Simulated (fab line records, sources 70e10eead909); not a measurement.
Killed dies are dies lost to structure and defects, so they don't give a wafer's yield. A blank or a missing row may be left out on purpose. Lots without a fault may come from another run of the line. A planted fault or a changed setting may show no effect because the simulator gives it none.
Chamber matching | flow nand_harc | NHARC_P_M2_ETCH_35 on rie_diel-06: 4 sister chambers
The step etches the open film in N2/H2, target depth 40 nm, overetch 12 nm, time 43.94 s. 4 wafers are shown with their chamber, then 10 later ones without.

WAFERS WITH THEIR CHAMBER
wafer  | chamber | drypump_motor_current_A (A)
L821.3 | 0       | 5.4
L829.1 | 3       | 6.4
L830.1 | 2       | 5.8
L830.3 | 1       | 6.0

WAFERS WITHOUT THEIR CHAMBER
wafer  | drypump_motor_current_A (A)
L830.5 | 5.3
L833.2 | 5.8
L833.4 | 5.4
L833.5 | 5.4
L834.1 | 5.4
L834.3 | 5.8
L834.4 | 6.4
L835.3 | 6.4
L835.4 | 6.0
L835.6 | 6.4

WHICH CHAMBER EACH WENT THROUGH
wafer  | from the rows above | in truth
L830.5 | 0                   | 0
L833.2 | 2                   | 2
L833.4 | 0                   | 0
L833.5 | 0                   | 0
L834.1 | 0                   | 0
L834.3 | 2                   | 2
L834.4 | 3                   | 3
L835.3 | 3                   | 3
L835.4 | 1                   | 1
L835.6 | 3                   | 3
Placed correctly: 10 of 10. Can't be placed from these rows: 0. Placed wrongly: 0.
How it was worked out, from the rows above alone: a wafer's distance from a chamber is the root of the sum, over the readings, of the square of ((its reading less the chamber's mean) divided by the reading's scatter). The wafer belongs to the nearest chamber; if the next one is less than 2 further off, it can't be placed. A chamber's mean is the mean of its shown wafers. The scatter: with one shown wafer a chamber, the root of the mean of the squares of how far each hidden wafer lies from its nearest shown one.
